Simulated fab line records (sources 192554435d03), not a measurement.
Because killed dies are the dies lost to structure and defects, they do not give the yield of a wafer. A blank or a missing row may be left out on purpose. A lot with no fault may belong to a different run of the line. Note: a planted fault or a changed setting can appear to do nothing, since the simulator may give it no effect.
Split-lot trial || flow n5-finfet || 21 wafers read across 7 lots, on a route 1938 steps long

## SPLIT DETAILS
At N5_BEOL_M15_EXPOSE_07 (exposes mask V14), the setting dose-mj was moved away from the recipe's 41.25 on 10 of the 21 wafers read, by -7.0% to +2.2%. All remaining wafers had this setting at the recipe value.

## FROM THE SPLIT TO THE READING: what the file shows between them, 11 steps
- N5_BEOL_M15_PEB_08: peb time 90 s
- N5_BEOL_M15_DEVELOP_09: develop time 45 s
- N5_BEOL_M15_HARDBAKE_14: time 120 s
- N5_BEOL_M15_CD_MEAS_10: target cd 360 nm
- N5_BEOL_M15_DESCUM_15: chemistry O2, time 7.9 s
- N5_BEOL_M15_ETCH_59: etches BARC in N2/H2, target depth 89 nm, overetch 26.7 nm, time 67.9 s
- N5_BEOL_M15_VIA_ETCH_16: etches SiO2 in C4F8/O2/Ar, target depth 1792.2 nm
- N5_BEOL_M15_STRIP_63: strips in O2
- N5_BEOL_M15_STRIP_64: strips in O2
- N5_BEOL_M15_STRIP_65: strips in post etch residue remover, time 60 s
- N5_BEOL_M15_SRD_66: time 30 s, dry time 30 s

## THE READING
Shown in nm: cd-nm at N5_BEOL_M15_CD_MEAS_17, with target cd 360 nm. A value of 361 nm with a standard deviation of 3 nm is what fault-free wafers of this fab line usually give.

{"wafer": "L074.1", "tool, chamber at the split": "krf-scanner-01, 0", "dose-mj as run": 38.37, "against the recipe": "-7.0%", "cd-nm, nm": 350, "against lot-mates on the recipe": -14}
{"wafer": "L074.2", "tool, chamber at the split": "krf-scanner-01, 0", "dose-mj as run": 38.37, "against the recipe": "-7.0%", "cd-nm, nm": 351, "against lot-mates on the recipe": -13}
{"wafer": "L074.5", "tool, chamber at the split": "krf-scanner-01, 0", "dose-mj as run": 41.25, "against the recipe": "recipe", "cd-nm, nm": 364, "against lot-mates on the recipe": "-"}
{"wafer": "L075.1", "tool, chamber at the split": "krf-scanner-01, 0", "dose-mj as run": 42.16, "against the recipe": "+2.2%", "cd-nm, nm": 367, "against lot-mates on the recipe": "+4"}
{"wafer": "L075.4", "tool, chamber at the split": "krf-scanner-01, 0", "dose-mj as run": 41.25, "against the recipe": "recipe", "cd-nm, nm": 363, "against lot-mates on the recipe": "-"}
{"wafer": "L075.6", "tool, chamber at the split": "krf-scanner-01, 0", "dose-mj as run": 42.16, "against the recipe": "+2.2%", "cd-nm, nm": 362, "against lot-mates on the recipe": -1}
{"wafer": "L079.1", "tool, chamber at the split": "krf-scanner-02, 0", "dose-mj as run": 39.84, "against the recipe": "-3.4%", "cd-nm, nm": 359, "against lot-mates on the recipe": -4}
{"wafer": "L079.4", "tool, chamber at the split": "krf-scanner-02, 0", "dose-mj as run": 41.25, "against the recipe": "recipe", "cd-nm, nm": 363, "against lot-mates on the recipe": "-"}
{"wafer": "L079.5", "tool, chamber at the split": "krf-scanner-02, 0", "dose-mj as run": 39.84, "against the recipe": "-3.4%", "cd-nm, nm": 351, "against lot-mates on the recipe": -12}
{"wafer": "L081.1", "tool, chamber at the split": "krf-scanner-01, 0", "dose-mj as run": 39.3, "against the recipe": "-4.7%", "cd-nm, nm": 352, "against lot-mates on the recipe": -10}
{"wafer": "L081.3", "tool, chamber at the split": "krf-scanner-01, 0", "dose-mj as run": 39.3, "against the recipe": "-4.7%", "cd-nm, nm": 352, "against lot-mates on the recipe": -10}
{"wafer": "L081.5", "tool, chamber at the split": "krf-scanner-01, 0", "dose-mj as run": 41.25, "against the recipe": "recipe", "cd-nm, nm": 362, "against lot-mates on the recipe": "-"}
{"wafer": "L085.1", "tool, chamber at the split": "krf-scanner-01, 0", "dose-mj as run": 41.25, "against the recipe": "recipe", "cd-nm, nm": 361, "against lot-mates on the recipe": "-"}
{"wafer": "L085.4", "tool, chamber at the split": "krf-scanner-01, 0", "dose-mj as run": 41.25, "against the recipe": "recipe", "cd-nm, nm": 366, "against lot-mates on the recipe": "-"}
{"wafer": "L085.6", "tool, chamber at the split": "krf-scanner-01, 0", "dose-mj as run": 41.25, "against the recipe": "recipe", "cd-nm, nm": 362, "against lot-mates on the recipe": "-"}
{"wafer": "L086.1", "tool, chamber at the split": "krf-scanner-01, 0", "dose-mj as run": 41.25, "against the recipe": "recipe", "cd-nm, nm": 362, "against lot-mates on the recipe": "-"}
{"wafer": "L086.4", "tool, chamber at the split": "krf-scanner-01, 0", "dose-mj as run": 41.25, "against the recipe": "recipe", "cd-nm, nm": 361, "against lot-mates on the recipe": "-"}
{"wafer": "L086.6", "tool, chamber at the split": "krf-scanner-01, 0", "dose-mj as run": 41.25, "against the recipe": "recipe", "cd-nm, nm": 361, "against lot-mates on the recipe": "-"}
{"wafer": "L092.1", "tool, chamber at the split": "krf-scanner-02, 0", "dose-mj as run": 41.25, "against the recipe": "recipe", "cd-nm, nm": 360, "against lot-mates on the recipe": "-"}
{"wafer": "L092.3", "tool, chamber at the split": "krf-scanner-02, 0", "dose-mj as run": 40.36, "against the recipe": "-2.2%", "cd-nm, nm": 357, "against lot-mates on the recipe": -3}
{"wafer": "L092.5", "tool, chamber at the split": "krf-scanner-02, 0", "dose-mj as run": 40.36, "against the recipe": "-2.2%", "cd-nm, nm": 357, "against lot-mates on the recipe": -3}

FIT RESULTS
A straight line over all 21 wafers: cd-nm changes by +1.78 nm for each +1% of dose-mj; r = +0.91; the points scatter about the line by 2.2 nm.
The same after taking each lot's own level away (the mean of its wafers on the recipe; 21 wafers): +1.86 nm for each +1%; r = +0.93; scatter 2 nm.
The reading moves by 13 nm for the largest change in dose-mj, on that fit.
From 360.0 to 364.0 nm: that is the span of the lots' own levels, equal to 1.3 times the standard deviation above.
The two slopes agree, so the slope changes little with the lot-to-lot level.
Check: -13.2 nm against its lot-mates is what the line predicts for one of the wafers moved furthest among these (-7.0%) when that wafer is left out of the fit. It came out at -14 nm against them.

## FURTHER SPLITS ON THESE WAFERS
Before the reading, these wafers also passed through other splits. Each is held against what the fit with the lots' levels taken away leaves over:
{"other split on the same wafers": "N5_BEOL_M11_TRENCH_ETCH_37 bias-w", "wafers away from the commonest value": 5, "r with cd-nm (lot level and that fit taken away)": "+0.08"}
{"other split on the same wafers": "N5_BEOL_M12_CMP_49 down-force-psi", "wafers away from the commonest value": 6, "r with cd-nm (lot level and that fit taken away)": "+0.04"}
{"other split on the same wafers": "N5_BEOL_M13_SPUTTER_43 time-s", "wafers away from the commonest value": 6, "r with cd-nm (lot level and that fit taken away)": -0.24}
{"other split on the same wafers": "N5_BEOL_M15_ILD_DEP_00 time-s", "wafers away from the commonest value": 4, "r with cd-nm (lot level and that fit taken away)": "+0.29"}

## THE WHOLE CHAIN: every reading that the file lists as answering this split, in the file's order
{"step": "N5_BEOL_M15_CD_MEAS_10", "what it does": "target cd 360 nm", "reading": "cd-nm", "change (the file's fit)": "+1.62 nm for each +1% of the setting", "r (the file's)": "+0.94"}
{"step": "N5_BEOL_M15_CD_MEAS_17", "what it does": "target cd 360 nm", "reading": "cd-nm", "change (the file's fit)": "+1.85 nm for each +1% of the setting", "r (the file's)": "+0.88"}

## FILE'S OWN FIT
cd-nm changes by +1.85 nm for each +1% of dose-mj, r = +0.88.
